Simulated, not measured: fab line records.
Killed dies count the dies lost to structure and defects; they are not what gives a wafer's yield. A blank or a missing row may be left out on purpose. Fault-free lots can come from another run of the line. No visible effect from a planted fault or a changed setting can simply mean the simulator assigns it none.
A lot that was struck, set against a sound lot    flow n5 finfet    39 out of 1938 route steps
Sound: wafers L279.1, L279.4, L279.6. Struck: wafer L295.2 (L295.5, L295.6, from the same lot, were not struck and are left out); the cause is given at the end.
At each step with rows: each side's tool, then ch and its chambers, then its first start. Under that, the readings that differ: sound wafers    struck wafers    difference of the means    sigmas: that difference in standard deviations of wafers without a fault.
alike: same words and numbers on both sides, and readings whose means sit less than 2 such deviations apart. not compared: any withheld reading, any reading some wafer has no value for, any bound like >300 that may hide the same value, and any number with overlapping values for which the record gives no deviation.
Wherever a step has rows on one side only, a row that says differs or no value, or a row with sigmas, the two part there. Numbers that have no deviation but don't overlap get no sigmas and don't part them. A reading that every wafer of one side lacks parts them only if that side has two wafers or more.

first, 9 steps without rows for these wafers: N5_DUMMY_GATE_COAT_09 (resist thk 30 nm); N5_DUMMY_GATE_EBR_11; N5_DUMMY_GATE_SOFTBAKE_10 (time 60 s); N5_DUMMY_GATE_EXPOSE_12 (exposes mask GATE, target cd 25 nm); N5_DUMMY_GATE_PEB_13 (peb time 60 s); N5_DUMMY_GATE_DEVELOP_14 (develop time 30 s); N5_DUMMY_GATE_DESCUM_20 (chemistry O2, time 6.2 s); N5_DUMMY_GATE_ETCH_29 (etches underlayer in N2/H2, target depth 13 nm); N5_DUMMY_GATE_ETCH_36 (etches SiARC in CF4, target depth 13 nm).
N5_DUMMY_GATE_ETCH_37: etches SOC in N2/H2, target depth 60 nm, overetch 30 nm.
  sound on rie diel-05 ch 0,1,3, day 2 23:48; struck on rie diel-05 ch 2, day 7 02:28
reading                                        sound      struck  difference  sigmas
model.SiARC_of_DUMMY_GATE_COAT_35.thk nm (nm)  5.4 5 4.8  3.2     -1.9        
  alike: drypump motor current A, oes product au, rf vpp V, showerhead plenum p Torr, throttle valve pct
  not compared: rf hours counter h
then, 2 steps without rows for these wafers: N5_DUMMY_GATE_STRIP_38 (strips in N2/H2); N5_DUMMY_GATE_STRIP_39 (strips in N2/H2).
N5_DUMMY_GATE_TRIM_49: chemistry O2, time 29 s, target cd 14 nm.
  sound on rie si-01 ch 1,2, day 2 23:53; struck on rie si-01 ch 1, day 7 02:32
reading                      sound         struck  difference  sigmas
model.DUMMY_GATE.cd nm (nm)  13.8 14.2 14  12.8    -1.2        
  alike: drypump motor current A, oes product au, throttle valve pct
  not compared: rf hours counter h
then, 1 step without rows for these wafers: N5_DUMMY_GATE_STRIP_40 (strips in CF4).
N5_DUMMY_GATE_CD_MEAS_50: the cd target is 14 nm.
  sound on cd sem-02 at day 3 00:02; struck on cd sem-03 at day 7 02:41
reading     sound           struck  difference  sigmas
cd nm (nm)  14.0 14.3 14.3  12.8    -1.4        -4
then, 6 steps without rows for these wafers: N5_DUMMY_GATE_ETCH_31 (etches SiO2 in C4F6/O2, target depth 82.5 nm, time 27.5 s); N5_DUMMY_GATE_STRIP_41 (strips in O2); N5_DUMMY_GATE_HM_OPEN_21 (chemistry CH3F/O2, target SiNx, target depth 120 nm, time 171.4 s); N5_DUMMY_GATE_ETCH_32 (etches SiO2 in CF4, target depth 3.5 nm, time 3.9 s); N5_DUMMY_GATE_ETCH_23 (etches poly-Si in HBr/Cl2/O2, target depth 41 nm, time 22.3 s); N5_DUMMY_GATE_ETCH_44 (etches poly-Si in HBr/O2, stops on SiO2, target depth 127.5 nm).
N5_DUMMY_GATE_CD_MEAS_24: the cd target is 15 nm.
  sound on cd sem-03 at day 3 00:32; struck on cd sem-02 at day 7 03:11
reading     sound           struck  difference  sigmas
cd nm (nm)  15.1 14.7 14.7  13.9    -0.9        -2
N5_DUMMY_GATE_ETCH_42: etches SiO2 in CHF3/O2, target depth 3.5 nm, time 31 s.
  sound on rie diel-03 ch 0,1,3, day 3 00:35; struck on rie diel-03 ch 3, day 7 03:14
reading                      sound              struck  difference  sigmas
throttle valve pct (%)       18.67 18.75 19.07  19.11   +0.28       +2
model.DUMMY_GATE.cd nm (nm)  15 14.8 14.8       13.8    -1.1        
  alike: drypump motor current A, oes_o_777_au, oes product au, rf vpp V, showerhead plenum p Torr
  not compared: rf hours counter h
then, 14 steps without rows for these wafers: N5_DUMMY_GATE_STRIP_48 (strips in N2/H2, time 20 s); N5_DUMMY_GATE_PRECLEAN_33 (cleans in dHF, time 10 s); N5_DUMMY_GATE_PRECLEAN_25 (cleans in O3/DIW, time 45 s); N5_DUMMY_GATE_PRECLEAN_51 (cleans in SC2, time 45 s); N5_DUMMY_GATE_SRD_26 (time 30 s); N5_DUMMY_GATE_UV_OZONE_45 (time 120 s); N5_SPACER0_ALD_07 (deposits SiNx, target thk 2 nm); N5_SPACER0_ALD_00 (deposits SiOCN, target thk 3.5 nm, pulse time 3 s, purge time 2 s); N5_SPACER0_ALD_08 (deposits SiNx, target thk 2 nm); N5_SD_EPI_N_COAT_32 (time 60 s, resist thk 350 nm); N5_SD_EPI_N_COAT_33 (time 60 s, resist thk 35 nm); N5_SD_EPI_N_COAT_03 (resist thk 150 nm); N5_SD_EPI_N_EBR_05; N5_SD_EPI_N_SOFTBAKE_04 (time 60 s).
-- the record jumps here: 5 days lie between the struck wafers' starts before and after (it left off in module SD_EPI_N and takes up again in module BEOL_M4, whose first step shown is number 1111 of the route) --
N5_BEOL_M4_RC_MEAS_101:
  sound on prober-02 ch 0, day 8 04:49; struck on prober-02 ch 0, day 12 12:37
reading        sound           struck  difference  sigmas
SS_N (mV/dec)  71.3 71.4 71.0  72.6    +1.4        +2
  alike: DIBL_N, DIBL_P, IOFF_N, IOFF_P, ION_N, ION_P, SS_P, VT_N, VT_P
-- a jump in the record: the struck wafers' starts before and after are 4 days apart (it breaks off in module BEOL_M4 and resumes in module PASSIVATION, where the first step shown is number 1936 of the route) --
N5_PASSIVATION_PROBE_49:
  record: rows for the struck wafers here (prober-01, day 16 16:37), none for the sound ones

WHERE THEY PART
First at N5_DUMMY_GATE_CD_MEAS_50; last, within this record, at N5_PASSIVATION_PROBE_49.

WHY: what had been put in by the simulator
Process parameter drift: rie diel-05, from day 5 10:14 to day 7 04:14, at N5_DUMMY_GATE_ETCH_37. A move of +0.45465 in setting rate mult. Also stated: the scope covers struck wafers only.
